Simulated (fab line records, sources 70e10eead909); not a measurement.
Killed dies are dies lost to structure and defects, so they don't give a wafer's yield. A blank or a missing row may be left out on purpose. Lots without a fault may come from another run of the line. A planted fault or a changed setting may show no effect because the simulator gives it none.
Chamber matching | flow nand_harc | NHARC_A_STAIRCASE_DESCUM_186 on rie_diel-05: 4 sister chambers
The step chemistry O2, time 3 s. 4 wafers are shown with their chamber, then 12 later ones without.

WAFERS WITH THEIR CHAMBER
wafer  | chamber | drypump_motor_current_A (A)
L086.5 | 1       | 4.8
L091.3 | 0       | 6.1
L091.5 | 3       | 4.9
L091.6 | 2       | 6.2

WAFERS WITHOUT THEIR CHAMBER
wafer  | drypump_motor_current_A (A)
L092.1 | 4.8
L092.3 | 6.1
L092.6 | 6.1
L095.2 | 6.1
L095.3 | 4.9
L095.4 | 6.2
L095.1 | 4.8
L095.5 | 4.8
L095.6 | 6.1
L096.1 | 6.3
L096.2 | 4.9
L096.3 | 6.1

WHICH CHAMBER EACH WENT THROUGH
wafer  | from the rows above | in truth
L092.1 | 1                   | 1
L092.3 | 0                   | 0
L092.6 | 0                   | 0
L095.2 | 0                   | 0
L095.3 | 3                   | 3
L095.4 | 2                   | 2
L095.1 | 1                   | 1
L095.5 | 1                   | 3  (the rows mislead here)
L095.6 | 0                   | 0
L096.1 | 2                   | 2
L096.2 | 3                   | 3
L096.3 | 0                   | 0
Placed correctly: 11 of 12. Can't be placed from these rows: 0. Placed wrongly: 1.
How it was worked out, from the rows above alone: a wafer's distance from a chamber is the root of the sum, over the readings, of the square of ((its reading less the chamber's mean) divided by the reading's scatter). The wafer belongs to the nearest chamber; if the next one is less than 2 further off, it can't be placed. A chamber's mean is the mean of its shown wafers. The scatter: with one shown wafer a chamber, the root of the mean of the squares of how far each hidden wafer lies from its nearest shown one.
